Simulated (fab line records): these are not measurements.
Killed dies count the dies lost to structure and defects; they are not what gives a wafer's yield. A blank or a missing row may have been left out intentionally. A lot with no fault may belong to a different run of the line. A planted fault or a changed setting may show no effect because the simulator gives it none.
Matching of chambers -- flow nand_harc -- NHARC_A_M0_PRE_CLEAN_31 on pecvd-01: 3 sister chambers
The step time 12 s. 14 wafers are shown with their chamber, then 7 later ones without.

## WAFERS PAIRED WITH THEIR CHAMBERS
wafer,chamber,heater_power_w (W)
L077.1,1,515
L077.2,2,619
L077.5,2,607
L081.2,1,543
L081.3,2,595
L081.5,1,557
L083.1,0,705
L083.2,2,581
L083.6,1,538
L084.1,0,839
L084.2,1,557
L084.6,2,615
L090.1,1,602
L090.3,2,601

SIGNATURES, as means of the wafers listed above
reading,chamber 0,chamber 1,chamber 2,scatter within a chamber
heater_power_w,772.00,552.00,603.00,35.9
Rule: for a wafer and a chamber, the distance is found by dividing, reading by reading, the gap between the wafer's reading and the chamber's mean by the reading's scatter, squaring, summing and taking the root. If the next closest chamber is less than 2 further off than the closest, the wafer can't be placed; otherwise it belongs to the closest. The scatter is the square root of a quotient: the sum, over the shown wafers, of each reading's squared deviation from its chamber's mean, divided by wafers minus chambers.

## WAFERS WITH NO CHAMBER GIVEN
wafer,heater_power_w (W)
L090.6,779
L095.1,672
L095.5,676
L095.6,799
L094.1,583
L094.4,515
L094.5,571

## WHICH CHAMBER EACH ONE RAN IN
wafer,from the rows above,in truth
L090.6,0,0
L095.1,can't be placed: 2 or 0 or 1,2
L095.5,can't be placed: 2 or 0 or 1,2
L095.6,0,0
L094.1,can't be placed: 2 or 1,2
L094.4,can't be placed: 1 or 2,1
L094.5,can't be placed: 1 or 2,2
Correctly placed: 2 of 7. Not placeable from these rows: 5 (in 5, the candidates include the true chamber). 0 placed wrongly.
